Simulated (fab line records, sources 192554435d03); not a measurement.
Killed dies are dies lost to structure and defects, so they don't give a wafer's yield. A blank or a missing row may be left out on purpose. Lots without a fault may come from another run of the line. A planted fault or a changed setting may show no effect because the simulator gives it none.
fab line records | flow n5_finfet
record lots=11 wafers=27 last_day=17
route steps=1938 shown BEOL_M4@1111 BEOL_M14@1766 BEOL_M15@1808 PASSIVATION@1936
lots that met no fault: from a run of the same line without faults
start_h: hours from the record's first day to the start of the lot's first wafer shown | wait_h: hours since the lot's step before | " the same as in the row above | L1.1+2: a row that stands for several wafers | - no value, or no start given | * or withheld: withheld | < > ~ a bound
route shown NAME@n: a module of which the file shows steps, and the number in the route of the first | usual: mean/standard deviation of fault-free wafers | same: alike in all rows | chamber/n: place in a boat | sites: the reading at each site | _std_site: their standard deviation | _edge_site: outer sites' mean less inner sites' | radius_mm: how far each site lies from the wafer's centre | mask NAME#n: copy n | behind: the tool/chamber that last shaped the wafer | hold: why the lot was held/for how many hours/how that ended | device: the transistor (n, p or np) that didn't switch | end of line: the same wafers' tests at the end of the route | a step without rows: its recipe alone | killed: dies lost to structure and defects at the first sort, not the wafer's yield | map: a wafer's dies, x killed, . not, _ none there
set.NAME: the setting as run; set.NAME@STEP: as run at that earlier step | model.NAME: the simulator's own value behind a step, which no gauge read
steps of the route over a sample of lots; a table a step, a row a wafer
services: from which hour (start_h, from the record's first day; less than 0 if before it) a tool's chamber was out of use, for how many hours, and why
## steps
# step N5_BEOL_M4_RC_MEAS_101
# usual DIBL_N=36.0/2 DIBL_P=35.9/2.5 IOFF_N=0.16/0.038 IOFF_P=0.21/0.04 ION_N=675/14 ION_P=462/9.4 SS_N=71.5/0.75 SS_P=73.2/0.74 VT_N=250/3.9 VT_P=-251/3.2
# columns lot.wafer tool chamber start_h wait_h DIBL_N[mV/V] DIBL_P[mV/V] IOFF_N[nA/um] IOFF_P[nA/um] ION_N[uA/um] ION_P[uA/um] SS_N[mV/dec] SS_P[mV/dec] VT_N[mV] VT_P[mV]
L793.4 prober-01 0 164.16 0.5 35.2 35.1 0.17 0.22 691 472 70.9 73.1 244 -245
L793.6 " 0 " " 36.8 35.2 0.21 0.22 694 466 71.7 73.5 242 -246
L798.2 prober-02 0 200.00 0.2 32.5 32.2 0.11 0.16 679 473 69.6 71.7 256 -251
L798.3 " 0 " " 35.9 35.1 0.15 0.19 676 460 70.2 73.4 251 -251
L798.6 " 0 " " 35.7 35.0 0.15 0.18 675 464 70.1 72.7 251 -249
L799.2 prober-01 0 205.27 0.2 34.7 33.1 0.14 0.18 668 461 71.0 72.9 250 -253
L799.5 " 0 " " 35.0 34.7 0.15 0.20 675 464 71.1 73.1 249 -250
L799.6 " 0 " " 37.0 35.0 0.18 0.20 661 456 73.0 73.8 249 -250
L805.3 prober-01 0 243.21 0.3 37.8 37.0 0.22 0.23 678 454 72.3 73.3 245 -250
L805.6 " 0 " " 35.9 37.3 0.17 0.24 665 459 71.3 73.5 249 -245
L807.3 prober-01 0 268.25 0.3 38.6 39.3 0.22 0.24 685 466 72.4 73.3 248 -251
L807.4 " 0 " " 38.6 39.2 0.21 0.26 683 472 72.2 73.0 248 -248
L807.6 " 0 " " 35.6 36.2 0.17 0.20 696 474 71.3 72.3 248 -249
L809.1 prober-02 0 269.86 0.0 33.6 34.1 0.12 0.17 669 457 71.5 72.7 255 -253
L809.2 " 0 " " 35.3 36.7 0.14 0.20 647 447 71.2 72.7 251 -249
L809.6 " 0 " " 34.5 37.0 0.14 0.21 688 473 70.9 73.6 250 -249
L808.2 prober-01 0 272.18 0.2 38.6 39.1 0.21 0.25 687 462 72.5 74.8 246 -249
L808.4 " 0 " " 34.9 34.7 0.13 0.18 658 448 72.0 73.1 254 -253
L808.5 " 0 " " 39.8 40.8 0.25 0.29 683 465 72.4 74.8 242 -246
L811.3 prober-01 0 273.98 0.3 33.9 30.5 0.13 0.16 653 444 70.8 72.2 252 -256
L811.4 " 0 " " 39.8 39.0 0.27 0.30 696 469 72.6 73.9 241 -244
L813.5 prober-01 0 296.35 0.6 36.6 36.4 0.14 0.22 661 458 71.7 73.2 253 -250
L813.6 " 0 " " 37.0 37.0 0.16 0.24 672 466 71.4 73.7 249 -249
L814.5 prober-01 0 301.39 0.6 34.7 35.0 0.12 0.17 664 460 71.2 72.7 254 -253
L814.6 " 0 " " 33.0 31.9 0.11 0.15 663 464 70.9 71.9 258 -256
L815.2 prober-01 0 311.46 0.2 38.3 37.2 0.19 0.21 689 465 72.3 74.2 249 -253
L815.5 " 0 " " 39.1 37.9 0.21 0.22 679 454 73.5 73.3 246 -250
# step N5_BEOL_M14_ANNEAL_48
# recipe temp_c=225 time_s=90 ambient=N2
# usual wafer_temp_C_max=225.8/0.54
# columns lot.wafer tool chamber start_h wait_h wafer_temp_C_max
L793.4 rtp_anneal-01 0 234.53 0.2 225.5
L793.6 " 0 " " 225.3
L798.2 rtp_anneal-01 0 273.34 0.2 225.5
L798.3 " 0 " " 225.7
L798.6 " 0 " " 225.8
L799.2 rtp_anneal-02 0 273.96 0.3 226.7
L799.5 " 0 " " 226.8
L799.6 " 0 " " 226.4
L805.3 rtp_anneal-01 0 324.00 0.4 225.4
L805.6 " 0 " " 225.5
L809.1 rtp_anneal-01 0 342.68 0.1 225.4
L809.2 " 0 " " 225.5
L809.6 " 0 " " 225.1
L807.3 rtp_anneal-01 0 345.68 0.2 225.3
L807.4 " 0 " " 225.3
L807.6 " 0 " " 225.3
L808.2 rtp_anneal-02 0 352.31 0.2 226.8
L808.4 " 0 " " 226.7
L808.5 " 0 " " 226.0
L811.3 rtp_anneal-01 0 353.50 0.6 225.3
L811.4 " 0 " " 225.5
L813.5 rtp_anneal-02 0 375.07 0.7 226.5
L813.6 " 0 " " 226.7
L814.5 rtp_anneal-01 0 378.80 0.2 225.2
L814.6 " 0 " " 225.4
L815.2 rtp_anneal-02 0 394.03 0.2 226.2
L815.5 " 0 " " 225.8
# step N5_BEOL_M15_ETCH_61
# recipe chemistry=N2/H2 target=BARC target_depth_a=890 overetch_a=267 time_s=67.9 ion_energy_ev=200 pressure_mtorr=30 source_w=840 bias_w=150 n2_flow_sccm=200 h2_flow_sccm=200
# usual bias_w=150.0/0.48 chamber_pressure_mTorr=30.000/0.03 drypump_motor_current_A=5.6/0.3 oes_product_au=0.70/0.083 rf_vpp_V=524.3/1.9 showerhead_plenum_p_Torr=2.54/0.061 throttle_valve_pct=17.85/0.3
# columns lot.wafer tool chamber start_h wait_h bias_w chamber_pressure_mTorr drypump_motor_current_A oes_product_au rf_hours_counter_h rf_vpp_V showerhead_plenum_p_Torr throttle_valve_pct
L793.4 rie_diel-02 1 237.52 0.0 149.3 30.005 5.9 0.61 - 523.1 2.50 17.73
L793.6 " 2 " " 149.5 30.058 5.6 0.80 - 527.2 2.57 17.30
L798.2 rie_diel-01 1 276.60 0.0 150.1 30.002 5.5 0.62 191 525.8 2.62 18.00
L798.3 " 2 " " 151.0 29.998 5.9 0.59 242 523.0 2.50 18.39
L798.6 " 2 " " 149.6 29.973 5.9 0.59 - 522.4 2.50 18.41
L799.2 rie_diel-01 2 277.25 0.0 150.1 29.957 5.9 0.60 243 524.9 2.50 18.41
L799.5 " 0 " " 150.2 30.044 5.3 0.71 - 524.6 2.56 17.92
L799.6 " 2 " " 149.6 30.005 5.9 0.59 - 523.0 2.50 18.38
L805.3 rie_diel-01 3 327.37 0.0 148.7 29.999 5.2 0.79 11 523.6 2.49 17.79
L805.6 " 2 " " 150.3 29.987 5.9 0.84 - 522.9 2.50 18.01
L809.1 rie_diel-01 1 346.02 0.0 149.6 29.998 5.5 0.61 215 525.7 2.61 18.02
L809.2 " 0 " " 150.8 29.997 5.3 0.69 79 524.2 2.55 17.98
L809.6 " 0 " " 150.2 29.994 5.3 0.70 - 522.8 2.55 17.96
L807.3 rie_diel-01 1 349.06 0.0 149.8 30.002 5.5 0.61 217 525.6 2.61 18.05
L807.4 " 3 " " 150.3 30.009 5.2 0.78 18 523.6 2.49 17.82
L807.6 " 2 " " 149.9 29.998 5.8 0.82 - 521.9 2.50 18.02
L808.2 rie_diel-02 1 355.75 0.0 149.0 29.987 5.9 0.78 10 523.0 2.49 17.34
L808.4 " 0 " " 150.4 30.052 5.8 0.68 99 524.3 2.54 17.60
L808.5 " 0 " " 149.5 30.020 5.9 0.69 - 525.9 2.54 17.60
L811.3 rie_diel-06 0 356.58 0.0 149.3 29.983 5.3 0.60 215 525.6 2.63 18.04
L811.4 " 1 " " 149.6 29.963 6.0 0.78 12 524.8 2.61 17.88
L813.5 rie_diel-01 3 378.03 0.0 150.6 29.969 5.2 0.77 - 523.0 2.49 17.83
L813.6 " 2 " " 150.4 30.027 5.8 0.80 - 522.3 2.49 18.04
L814.5 rie_diel-01 1 381.69 0.0 149.8 29.989 5.5 0.60 - 526.7 2.61 18.06
L814.6 " 0 " " 150.6 29.971 5.3 0.68 - 522.9 2.55 18.00
L815.2 rie_diel-02 1 397.11 0.0 150.6 30.004 5.9 0.77 20 521.1 2.48 17.34
L815.5 " 3 " " 150.0 29.954 5.7 0.76 - 522.6 2.48 17.89
# step N5_BEOL_M15_TRENCH_ETCH_34
# recipe chemistry=C4F8/O2/Ar target=SiO2 target_depth_a=8729.3 he_inner_torr=15 he_outer_torr=30 time_s=199 ion_energy_ev=800 pressure_mtorr=20 source_w=1905 bias_w=2040 Ar_flow_sccm=400 C4F8_flow_sccm=16 O2_flow_sccm=12
# usual C4F8_flow_sccm=16.00/0.048 O2_flow_sccm=12.00/0.037 drypump_motor_current_A=5.6/0.3 mfc_ar_sccm=400.3/1.2 oes_ar_750_au=0.81/0.097 oes_product_au=0.82/0.1 rf_vpp_V=2238/36 showerhead_plenum_p_Torr=3.45/0.075 throttle_valve_pct=30.9/0.36
# columns lot.wafer tool chamber start_h wait_h C4F8_flow_sccm O2_flow_sccm drypump_motor_current_A mfc_ar_sccm oes_ar_750_au oes_product_au rf_hours_counter_h rf_vpp_V showerhead_plenum_p_Torr throttle_valve_pct
L793.4 rie_diel-02 1 237.63 0.1 16.06 11.99 5.9 398.2 0.70 0.70 - 2194 3.44 31.0
L793.6 " 2 " " 15.99 12.04 5.7 398.4 0.93 0.94 - 2283 3.48 30.4
L798.2 rie_diel-01 1 276.65 0.0 15.95 12.01 5.5 400.3 0.73 0.71 192 2270 3.53 30.8
L798.3 " 2 " " 16.05 11.98 5.9 397.3 0.69 0.69 242 2261 3.43 31.6
L798.6 " 2 " " 16.04 11.97 5.9 396.6 0.70 0.69 - 2259 3.43 31.6
L799.2 rie_diel-01 2 277.30 0.0 16.03 12.04 5.9 399.4 0.69 0.69 243 2260 3.43 31.6
L799.5 " 0 " " 16.02 12.05 5.3 398.7 0.81 0.85 - 2239 3.48 31.2
L799.6 " 2 " " 16.07 11.98 5.9 400.6 0.69 0.70 - 2260 3.43 31.6
L805.3 rie_diel-01 3 327.42 0.0 15.98 11.96 5.2 400.7 0.94 0.94 11 2222 3.33 30.6
L805.6 " 2 " " 16.00 12.05 5.8 400.4 0.99 1.00 - 2262 3.42 31.4
L809.1 rie_diel-01 1 346.07 0.0 - - - - - - - - - -
L809.2 " 0 " " - - - - - - - - - -
L809.6 " 0 " " - - - - - - - - - -
L807.3 rie_diel-01 1 349.12 0.0 - - - - - - - - - -
L807.4 " 3 " " - - - - - - - - - -
L807.6 " 2 " " - - - - - - - - - -
L808.2 rie_diel-02 1 355.80 0.0 - - - - - - - - - -
L808.4 " 0 " " - - - - - - - - - -
L808.5 " 0 " " - - - - - - - - - -
L811.3 rie_diel-06 0 356.63 0.0 16.00 11.99 5.3 400.2 0.72 0.71 215 2263 3.55 31.1
L811.4 " 1 " " 16.04 12.02 6.0 398.6 0.94 0.95 12 2211 3.51 30.9
L813.5 rie_diel-01 3 378.14 0.1 16.01 11.97 5.2 400.0 0.90 0.89 - 2223 3.32 30.6
L813.6 " 2 " " 15.96 12.03 5.9 399.5 0.93 0.93 - 2260 3.41 31.4
L814.5 rie_diel-01 1 381.79 0.1 15.90 12.04 5.5 400.9 0.70 0.68 - 2266 3.51 30.8
L814.6 " 0 " " 15.92 12.03 5.3 398.7 0.79 0.80 - 2236 3.46 31.3
L815.2 rie_diel-02 1 397.17 0.0 15.96 11.98 5.9 401.1 0.90 0.90 20 2192 3.42 30.8
L815.5 " 3 " " 15.96 11.98 5.8 400.2 0.89 0.90 - 2147 3.35 30.9
# step N5_BEOL_M15_ETCH_38
# recipe chemistry=CF4/N2 target=SiCN target_depth_a=1064 taper_deg=2 time_s=120.5 ion_energy_ev=150 mask_material=SiO2 pressure_mtorr=40 source_w=430 bias_w=70 Ar_flow_sccm=100 cf4_flow_sccm=60 n2_flow_sccm=60
# usual bias_w=69.99/0.22 cf4_flow_sccm=59.97/0.18 drypump_motor_current_A=5.54/0.3 mfc_ar_sccm=100.00/0.29 oes_product_au=0.81/0.098 rf_vpp_V=382.6/1.4 showerhead_plenum_p_Torr=2.21/0.045 throttle_valve_pct=15.48/0.25
# columns lot.wafer tool chamber start_h wait_h bias_w cf4_flow_sccm drypump_motor_current_A mfc_ar_sccm oes_product_au rf_hours_counter_h rf_vpp_V showerhead_plenum_p_Torr throttle_valve_pct
L793.4 rie_diel-01 0 - - 70.05 60.14 5.27 100.08 0.84 54 382.1 2.24 15.64
L793.6 " 2 " " 69.78 59.71 5.85 99.70 0.70 - 382.4 2.18 15.90
L798.2 rie_diel-02 0 - - 69.93 59.95 5.82 99.59 0.82 74 383.5 2.23 15.38
L798.3 " 2 " " 70.27 60.00 5.67 100.52 0.91 23 384.9 2.23 14.97
L798.6 " 1 " " 69.81 60.15 5.88 99.75 0.69 - 381.8 2.19 15.47
L799.2 rie_diel-01 2 - - 70.24 60.09 5.86 100.09 0.68 245 381.5 2.17 15.93
L799.5 " 2 " " 70.02 59.92 5.85 99.84 0.68 - 382.5 2.18 15.94
L799.6 " 1 " " 69.71 59.91 5.52 99.86 0.70 - 383.9 2.26 15.56
L805.3 rie_diel-01 1 - - 70.17 59.79 5.53 100.08 0.70 210 384.4 2.26 15.61
L805.6 " 0 " " 69.95 60.02 5.30 100.26 0.82 - 382.7 2.23 15.67
L809.1 rie_diel-02 2 - - 69.51 59.90 5.64 100.05 0.86 47 383.9 2.22 15.00
L809.2 " 0 " " 70.35 60.44 5.85 100.00 0.79 98 383.5 2.22 15.46
L809.6 " 2 " " 69.79 59.80 5.64 100.12 0.87 - 385.0 2.22 15.02
L807.3 rie_diel-06 3 - - 69.86 59.82 4.88 100.14 0.96 18 384.1 2.36 15.69
L807.4 " 2 " " 69.85 60.04 5.02 100.61 0.81 118 384.5 2.20 15.36
L807.6 " 1 " " 69.87 60.10 5.98 100.05 0.95 - 383.1 2.26 15.31
L808.2 rie_diel-01 0 - - 70.28 60.07 5.28 100.21 0.81 83 383.8 2.23 15.69
L808.4 " 2 " " 69.84 60.21 5.87 99.91 0.94 12 382.0 2.17 15.48
L808.5 " 0 " " 70.28 60.14 5.26 100.08 0.81 - 382.7 2.23 15.71
L811.3 rie_diel-02 2 - - 70.35 59.88 5.65 100.10 0.86 52 382.3 2.22 15.04
L811.4 " 0 " " 70.15 59.96 5.84 99.90 0.77 - 382.6 2.22 15.47
L813.5 rie_diel-01 3 - - 69.98 59.41 5.18 100.19 0.90 - 381.2 2.15 15.34
L813.6 " 0 " " 70.10 59.96 5.25 99.73 0.80 - 382.2 2.23 15.71
L814.5 rie_diel-01 3 - - 70.07 59.99 5.21 100.02 0.90 - 381.4 2.15 15.35
L814.6 " 2 " " 70.01 60.25 5.82 99.76 0.94 - 380.7 2.17 15.50
L815.2 rie_diel-01 2 - - 70.05 59.92 5.85 99.72 0.92 25 381.1 2.16 15.50
L815.5 " 0 " " 69.64 60.05 5.27 99.37 0.80 - 383.1 2.22 15.72
# step N5_PASSIVATION_PROBE_49
# usual defect_limited_yield=91.3/1.5 killed_at_M0_to_M3=33/12 killed_at_M4_up=15/5.2 killed_at_contacts=12/5.1 killed_at_front_end=39/11 killed_at_other=5/3.6 killed_dies=103/18 killed_on_rim=14/4.3 killed_open=67/13 killed_short=33/7.8 sort_bin_5_function=5.1/0.96 sort_bin_6_memory=3.2/0.71 sort_bin_8_speed=0.01/0.063 sort_n_pass=1077/18
# same gross_dies=1180 killed_at_back_side=0 sort_bin_4_leakage[%]=0
# columns lot.wafer tool chamber start_h wait_h defect_limited_yield[%] killed_at_M0_to_M3 killed_at_M4_up killed_at_contacts killed_at_front_end killed_at_other killed_dies killed_on_rim killed_open killed_short sort_bin_5_function[%] sort_bin_6_memory[%] sort_bin_8_speed[%] sort_n_pass
L799.5 prober-02 - 300.71 0.2 90.3 44 10 6 46 8 114 12 63 44 4.9 4.1 0 1066
L799.6 prober-02 - 300.76 0.3 90.5 27 14 8 56 7 112 13 69 42 6.4 2.9 0.08 1068
L809.1 prober-01 - 365.18 0.0 0 29 1105 10 25 11 1180 152 53 33 97.3 2.5 0 0
L809.2 prober-01 - 365.23 0.1 0 31 1075 10 49 15 1180 152 66 43 95.7 3.1 0 0
L809.6 prober-01 - 365.43 0.3 0 29 1085 11 46 9 1180 152 60 47 97.5 2.1 0 0
L807.3 prober-02 - 366.23 0.1 0 35 1108 9 26 2 1180 152 65 29 97.4 2.4 0 0
L807.4 prober-02 - 366.28 0.2 0 54 1101 7 13 5 1180 152 55 31 97.2 2.5 0 0
L807.6 prober-02 - 366.38 0.3 0 43 1065 19 52 1 1180 152 81 37 95.8 3.1 0 0
L808.2 prober-02 - 378.16 0.1 0 19 1131 12 15 3 1180 152 36 18 97.9 1.6 0 0
L808.4 prober-02 - 378.26 0.2 0 21 1128 6 22 3 1180 152 43 20 97.7 1.9 0.17 0
L808.5 prober-02 - 378.31 0.2 0 16 1119 7 33 5 1180 152 54 22 97.5 2.4 0 0
# killed by level:class
L799.5 BEOL_M0_SAQP:geometric_particle:short=15 BEOL_M0_SAQP:geometric_particle:open=10 STI_FIN_REVEAL:geometric_particle:open=9 FIN_SAQP:geometric_particle:open=8 HKMG_FIN:area_etch=7 BEOL_M1:geometric_particle:open=6 MIM_TOP_ETCH:geometric_particle:short=5 BEOL_M3:geometric_particle:open=5
L799.6 STI_FIN_REVEAL:geometric_particle:open=11 FIN_SAQP:geometric_particle:short=9 ILD0:geometric_particle:open=8 MOL_CONTACT_COAG:geometric_particle:open=8 BEOL_M0_SAQP:geometric_particle:short=8 BEOL_M0_SAQP:geometric_particle:open=8 GATE_CUT:geometric_particle:short=7 BEOL_M4:geometric_particle:open=7
L809.1 BEOL_M15:area_etch=1093 MOL_CONTACT_COAG:geometric_particle:open=9 BEOL_M0_SAQP:geometric_particle:short=8 FIN_SAQP:geometric_particle:open=7 BEOL_M2:geometric_particle:open=7 BEOL_M3:geometric_particle:open=5 FIN_SAQP:geometric_particle:short=4 BEOL_M0_SAQP:geometric_particle:open=4
L809.2 BEOL_M15:area_etch=1064 BEOL_M2:geometric_particle:open=11 FIN_SAQP:geometric_particle:short=8 FIN_SAQP:geometric_particle:open=7 MOL_CONTACT_COAG:geometric_particle:open=7 HKMG_FIN:area_etch=7 DUMMY_GATE:geometric_particle:open=6 GATE_CUT:geometric_particle:short=6
L809.6 BEOL_M15:area_etch=1073 FIN_SAQP:geometric_particle:short=21 BEOL_M3:geometric_particle:open=9 MOL_CONTACT_COAG:geometric_particle:open=8 BEOL_M2:geometric_particle:open=7 FIN_SAQP:geometric_particle:open=6 DUMMY_GATE:geometric_particle:open=6 STARTING-WAFER:geometric_particle:open=5
L807.3 BEOL_M15:area_etch=1082 BEOL_M2:geometric_particle:open=10 BEOL_M3:geometric_particle:open=10 STI_FIN_REVEAL:geometric_particle:open=9 MOL_CONTACT_COAG:geometric_particle:open=8 GATE_CUT:geometric_particle:short=5 BEOL_M1:geometric_particle:open=5 BEOL_M4:geometric_particle:short=5
L807.4 BEOL_M15:area_etch=1093 BEOL_M3:geometric_particle:open=16 BEOL_M0_SAQP:geometric_particle:open=12 BEOL_M0_SAQP:geometric_particle:short=9 STI_FIN_REVEAL:geometric_particle:open=6 BEOL_M3:geometric_particle:short=5 MOL_CONTACT_COAG:geometric_particle:open=4 BEOL_M1:geometric_particle:short=4
L807.6 BEOL_M15:area_etch=1054 STI_FIN_REVEAL:geometric_particle:open=22 BEOL_M3:geometric_particle:open=16 MOL_CONTACT_COAG:geometric_particle:open=15 BEOL_M3:geometric_particle:short=8 HKMG_FIN:area_etch=7 BEOL_M0_SAQP:geometric_particle:open=6 BEOL_M0_SAQP:geometric_particle:short=5
L808.2 BEOL_M15:area_etch=1119 MOL_CONTACT_COAG:geometric_particle:open=10 HKMG_FIN:area_etch=6 BEOL_M0_SAQP:geometric_particle:short=5 BEOL_M3:geometric_particle:open=5 BEOL_M4:geometric_particle:open=4 BEOL_M1:geometric_particle:open=3 BEOL_M1:geometric_particle:short=2
L808.4 BEOL_M15:area_etch=1113 STI_FIN_REVEAL:geometric_particle:open=5 MOL_CONTACT_COAG:geometric_particle:open=5 BEOL_M1:geometric_particle:open=5 GATE_CUT:geometric_particle:open=4 BEOL_M0_SAQP:geometric_particle:open=4 BEOL_M0_SAQP:geometric_particle:short=4 GATE_CUT:geometric_particle:short=3
L808.5 BEOL_M15:area_etch=1103 GATE_CUT:geometric_particle:open=9 FIN_SAQP:geometric_particle:open=6 GATE_CUT:geometric_particle:short=6 STI_FIN_REVEAL:geometric_particle:open=5 MOL_CONTACT_COAG:geometric_particle:open=5 BEOL_M3:geometric_particle:open=5 BEOL_M4:geometric_particle:open=4
## services
# columns tool chamber start_h hours kind
rie_diel-01 2 220.13 3.2 repair
rie_diel-02 3 236.85 - clean
rie_diel-02 3 236.85 - consumable_replace:focus_ring
rie_diel-02 3 236.85 19.3 scheduled_down
rie_diel-02 3 236.85 19.3 vent_cycle
rie_diel-02 3 266.56 10.3 repair
rtp_anneal-01 - 275.01 1.8 pm
rie_diel-06 3 276.06 - clean
rie_diel-01 3 276.92 - clean
rie_diel-01 3 276.92 - consumable_replace:focus_ring
rie_diel-01 3 276.92 17.9 scheduled_down
rie_diel-01 3 276.92 17.9 vent_cycle
rie_diel-01 2 298.99 - clean
rie_diel-01 2 298.99 - consumable_replace:focus_ring
rie_diel-01 2 298.99 20.1 scheduled_down
rie_diel-01 2 298.99 20.1 vent_cycle
rie_diel-02 1 304.80 - clean
rie_diel-02 1 304.80 - consumable_replace:focus_ring
rie_diel-02 1 304.80 19.5 scheduled_down
rie_diel-02 1 304.80 19.5 vent_cycle
rie_diel-02 3 320.24 22.2 repair
rie_diel-01 0 350.91 2.9 repair
rie_diel-06 2 352.76 1.7 repair
rie_diel-02 1 356.52 10.3 repair
## key
first_sign step=N5_BEOL_M15_TRENCH_ETCH_34 reading=tool_record direction=missing
effect step=N5_PASSIVATION_PROBE_49 reading=killed_at_M4_up direction=up sigmas=99+ usual=15 struck=1102
more_kills_born_at N5_BEOL_M15_TRENCH_ETCH_34@rie_diel-01=6459 N5_BEOL_M15_TRENCH_ETCH_34@rie_diel-02=3335
met_at N5_BEOL_M15_TRENCH_ETCH_34
struck_lots L807,L808,L809
later_rows_left_out L807.3,L807.4,L807.6,L808.2,L808.4,L808.5,L809.1,L809.2,L809.6
not_acting_at N5_BEOL_M14_ANNEAL_48,N5_BEOL_M15_ETCH_61,N5_BEOL_M15_ETCH_38
onset_between 327.42 346.07
fault kind=skipped_step_whole tool=rie_diel-01,rie_diel-02 chamber=- onset_h=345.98 steps=N5_BEOL_M15_TRENCH_ETCH_34 scope=struck_lots_only
# later_rows_left_out: the simulator's readings of these wafers behind a module that went badly wrong aren't trusted and aren't shown, but for the sort
